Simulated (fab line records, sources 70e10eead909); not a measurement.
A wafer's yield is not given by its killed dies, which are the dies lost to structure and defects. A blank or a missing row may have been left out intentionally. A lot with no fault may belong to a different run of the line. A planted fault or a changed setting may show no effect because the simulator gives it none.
A struck lot beside a sound one :: flow nand-harc :: 14 out of 1302 route steps
Sound: wafers L368.1, L368.5, L368.6. Wafers struck: L379.1, L379.2. The cause is named last.
At each step with rows: each side's tool, then ch and its chambers, then its first start. Under that, the readings that differ: sound wafers :: struck wafers :: difference of the means :: sigmas: that difference in standard deviations of wafers without a fault.
alike: a reading whose means differ by less than 2 such deviations, as well as words and numbers matching on both sides. not compared: withheld readings; readings where some wafer has no value; bounds like >300 that might hide an equal value; numbers whose values overlap and for which the record gives no deviation.
The two part at a step that has a row with sigmas, a row that says differs or no value, or rows on one side only. When numbers do not overlap yet have no deviation, they are printed without sigmas and do not part them. A reading that every wafer of one side lacks parts them only if that side has two wafers or more.

first, 1 step without rows for these wafers: NHARC_A_ONON_D1_DEP_06 (target thk 1000 nm).
NHARC_A_ONON_D1_THK_MEAS_08: measures by ellipsometry.
  struck on film-metro-01, day 12 09:54; sound on film-metro-02, day 7 21:37
reading: thk-nm (nm)
sound: 996 995 997
struck: 1037 1033
difference: +39
sigmas: +3
then NHARC_A_ONON_D1_DEP_09 (target thk 1000 nm), 1 step lacking rows for these wafers.
NHARC_A_ONON_D1_THK_MEAS_11: measures by ellipsometry.
  struck on film-metro-01, day 12 10:28; sound on film-metro-01, day 7 22:11
  alike: thk-nm
then NHARC_A_ONON_D1_DEP_12 (target thk 1000 nm), 1 step lacking rows for these wafers.
NHARC_A_ONON_D1_THK_MEAS_14: measures by ellipsometry.
  struck on film-metro-02, day 12 11:02; sound on film-metro-01, day 7 22:46
  alike: thk-nm
then, 2 steps without rows for these wafers: NHARC_A_ONON_D1_ANNEAL_15 (time 3600 s); NHARC_A_ONON_D1_DEP_16 (target thk 1000 nm).
NHARC_A_ONON_D1_THK_MEAS_18: measures by ellipsometry.
  struck on film-metro-02, day 12 20:35; sound on film-metro-02, day 8 08:16
reading: thk-nm (nm)
sound: 1016 1016 1014
struck: 993 989
difference: -24
sigmas: -3
then NHARC_A_ONON_D1_DEP_19 (target thk 1000 nm), 1 step lacking rows for these wafers.
NHARC_A_ONON_D1_THK_MEAS_21: measures by ellipsometry.
  struck on film-metro-02, day 12 21:10; sound on film-metro-02, day 8 08:49
  alike: thk-nm
NHARC_A_ONON_D1_DEP_22: target thk 1000 nm.
  sound on pecvd-onon-01 ch 0, day 8 08:53; struck on pecvd-onon-01 ch 0, day 12 21:13
NHARC_A_ONON_D1_THK_MEAS_24: measures by ellipsometry.
  struck on film-metro-01, day 12 21:43; sound on film-metro-02, day 8 09:23
reading: thk-nm (nm)
sound: 988 987 987
struck: 686 685
difference: -302
sigmas: -23
then NHARC_A_ONON_D1_DEP_25 (target thk 1000 nm), 1 step lacking rows for these wafers.

== WHERE THEY PART ==
At NHARC_A_ONON_D1_THK_MEAS_08 first; at NHARC_A_ONON_D1_THK_MEAS_24 last (within this record only).

WHY: what had been put in by the simulator
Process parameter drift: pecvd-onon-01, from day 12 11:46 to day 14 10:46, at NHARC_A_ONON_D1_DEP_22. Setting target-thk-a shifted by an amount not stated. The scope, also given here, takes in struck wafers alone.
